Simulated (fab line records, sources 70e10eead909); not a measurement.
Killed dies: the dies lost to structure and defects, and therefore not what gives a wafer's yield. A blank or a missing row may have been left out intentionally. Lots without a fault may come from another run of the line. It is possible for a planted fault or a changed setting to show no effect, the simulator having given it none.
Chamber matching | flow nand harc | NHARC_P_GATE_DEP_103 on pecvd-03 has 3 sister chambers
The step deposits SiON, target thk 30 nm. 6 wafers are shown with their chamber, then 7 later ones without.

## WAFERS PAIRED WITH THEIR CHAMBERS
wafer  | chamber | heater power w (W)
L079.5 | 1       | 919
L085.1 | 2       | 743
L085.5 | 2       | 775
L085.6 | 0       | 517
L091.3 | 1       | 868
L091.5 | 0       | 491

## WAFERS WHOSE CHAMBER IS MISSING
wafer  | heater power w (W)
L091.6 | 857
L094.2 | 521
L094.4 | 809
L094.6 | 521
L095.2 | 479
L095.3 | 790
L095.5 | 493

## EACH ONE'S CHAMBER
wafer  | from the rows above     | in truth
L091.6 | 1                       | 1
L094.2 | 0                       | 0
L094.4 | can't be placed: 2 or 1 | 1
L094.6 | 0                       | 0
L095.2 | 0                       | 0
L095.3 | 2                       | 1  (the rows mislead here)
L095.5 | 0                       | 0
5 of 7 placed correctly. From these rows, 1 cannot be placed; in 1 the true chamber is one of the candidates. Number placed wrongly: 1.
How it was worked out, from the rows above alone: a wafer's distance from a chamber is the root of the sum, over the readings, of the square of ((its reading less the chamber's mean) divided by the reading's scatter). The wafer belongs to the nearest chamber; if the next one is less than 2 further off, it can't be placed. For every chamber, the mean is computed from those of its wafers that are shown. How the scatter is found: for the shown wafers, subtract from each reading the mean of its chamber, square and add these, divide the total by (wafers less chambers), then take the root.
